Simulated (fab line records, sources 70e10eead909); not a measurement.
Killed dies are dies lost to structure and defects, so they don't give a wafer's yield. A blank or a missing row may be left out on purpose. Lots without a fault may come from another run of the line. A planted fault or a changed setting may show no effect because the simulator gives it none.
A struck lot beside a sound one | flow nand_harc | 24 steps out of a route of 1159
Sound: wafers L454.3, L454.4, L454.6. Struck: wafers L458.2, L458.4. (L458.3 of the same lot was not struck and is left out.) The cause comes at the end.
At each step with rows: each side's tool, then ch and its chambers, then its first start. Under that, the readings that differ: sound wafers | struck wafers | difference of the means | sigmas: that difference in standard deviations of wafers without a fault.
alike: readings whose means differ by less than 2 such deviations, and words and numbers that are the same on both sides. not compared: withheld readings, readings that some wafer has no value for, bounds like >300 that may hide the same value, and numbers for which the record gives no deviation and whose values overlap.
The two part at a step that has a row with sigmas, a row that says differs or no value, or rows on one side only. Numbers that don't overlap but have no deviation are shown without sigmas and don't part them. A reading that every wafer of one side lacks parts them only if that side has two wafers or more.

first, 5 steps without rows for these wafers: NHARC_A_SLIT_SOFTBAKE_04 (time 55 s); NHARC_A_SLIT_EBR_05; NHARC_A_SLIT_EXPOSE_06 (exposes mask SLIT); NHARC_A_SLIT_PEB_07 (peb time 65 s); NHARC_A_SLIT_DEVELOP_08 (develop time 35 s).
NHARC_A_SLIT_CD_MEAS_09: target cd 300 nm.
  sound on cd_sem-03 ch 0, day 16 18:21; struck on cd_sem-02 ch 0, day 17 11:51
  alike: cd_nm
NHARC_A_SLIT_OVL_MEAS_10:
  sound on overlay-01, day 16 18:26; struck on overlay-01, day 17 11:56
  alike: overlay_x_nm, overlay_y_nm
NHARC_A_SLIT_INSPECT_11:
  sound on defect_inspect-01, day 16 18:28; struck on defect_inspect-01, day 17 11:58
  alike: raw_defect_count
then, 1 step without rows for these wafers: NHARC_A_SLIT_DESCUM_14 (chemistry O2, time 3 s).
NHARC_A_SLIT_ETCH_24: etches the open film in CF4/CHF3, target depth 121 nm, time 60.5 s.
  sound on rie_diel-09 ch 1,2,3, day 16 18:39; struck on rie_diel-09 ch 1,2, day 17 12:07
  alike: drypump_motor_current_A, oes_product_au, rf_vpp_V, showerhead_plenum_p_Torr, throttle_valve_pct
  not compared: rf_hours_counter_h
NHARC_A_SLIT_ETCH_15: etches the open film in O2/COS, target depth 3200 nm, time 832 s.
  sound on rie_diel-09 ch 1,2; struck on rie_diel-09 ch 0,1
  alike: cos_flow_sccm, drypump_motor_current_A, oes_product_au, rf_vpp_V, showerhead_plenum_p_Torr, throttle_valve_pct
  not compared: rf_hours_counter_h
NHARC_A_SLIT_ETCH_17: etches the open film in C4F8/O2/Ar, time 1687.5 s, target depth 10100 nm.
  sound on har_etch-02 ch 0,1, day 16 22:11; struck on har_etch-02 ch 1, day 17 13:52
  alike: drypump_motor_current_A, showerhead_plenum_p_Torr, throttle_valve_pct
  not compared: rf_hours_counter_h
NHARC_A_SLIT_ETCH_26: etches the open film in C4F8/O2/Ar, time 90 s, target depth 400 nm.
  sound on har_etch-02 ch 0,1, day 16 23:15; struck on har_etch-02 ch 1, day 17 15:09
  alike: drypump_motor_current_A, showerhead_plenum_p_Torr, throttle_valve_pct
  not compared: rf_hours_counter_h
then, 1 step without rows for these wafers: NHARC_A_SLIT_STRIP_28 (strips in O2/COS).
NHARC_A_SLIT_ETCH_29: etches the open film in CF4/O2, target depth 100 nm, overetch 10 nm, time 55 s.
  sound on rie_diel-05 ch 0,1,2, day 16 23:49; struck on rie_diel-06 ch 1,3, day 17 15:44
  alike: drypump_motor_current_A, oes_product_au, rf_vpp_V, showerhead_plenum_p_Torr, throttle_valve_pct
  not compared: rf_hours_counter_h
NHARC_A_SLIT_STRIP_18: strips in O2.
  sound on rie_diel-05 ch 0,3; struck on rie_diel-06 ch 1,3
  alike: drypump_motor_current_A, oes_product_au, rf_vpp_V, showerhead_plenum_p_Torr, throttle_valve_pct
  not compared: rf_hours_counter_h
then, 2 steps without rows for these wafers: NHARC_A_SLIT_PRECLEAN_19 (cleans in SC1); NHARC_A_SLIT_SRD_20.
NHARC_A_SLIT_CD_MEAS_21:
  sound on cd_sem-03, day 17 00:21; struck on cd_sem-01, day 17 16:16
  reading    | sound             | struck      | difference | sigmas
  cd_nm (nm) | 288.4 288.1 288.4 | 290.2 290.0 | +1.8       | +2
then, 3 steps without rows for these wafers: NHARC_A_SIN_REMOVE_WET_00 (chemistry H3PO4, time 15300 s); NHARC_A_SIN_REMOVE_PRECLEAN_01 (cleans in SC1); NHARC_A_SIN_REMOVE_SRD_02.
NHARC_A_SIN_REMOVE_INSPECT_04:
  sound on defect_inspect-01, day 17 06:27; struck on defect_inspect-01, day 17 23:58
  reading          | sound       | struck  | difference | sigmas
  raw_defect_count | 287 292 312 | 571 606 | +292       | +4
  not compared: hold
-- the record jumps here: 6 days lie between the struck wafers' starts before and after (it left off in module A_SIN_REMOVE and takes up again in module END, whose first step shown is number 1159 of the route) --
NHARC_END_SORT_01:
  sound on prober-01 ch 0, day 21 11:19; struck on prober-01 ch 0, day 24 00:07
  reading         | sound    | struck | difference | sigmas
  killed_at_array | 17 17 29 | 44 46  | +24        | +2
  killed_at_other | 2 3 4    | 0 1    | -2         | -2
  alike: killed_at_periphery, killed_dies, killed_open, killed_short

WHERE THEY PART
First at NHARC_A_SLIT_CD_MEAS_21; last, within this record, at NHARC_END_SORT_01.

WHY: what the simulator had put in
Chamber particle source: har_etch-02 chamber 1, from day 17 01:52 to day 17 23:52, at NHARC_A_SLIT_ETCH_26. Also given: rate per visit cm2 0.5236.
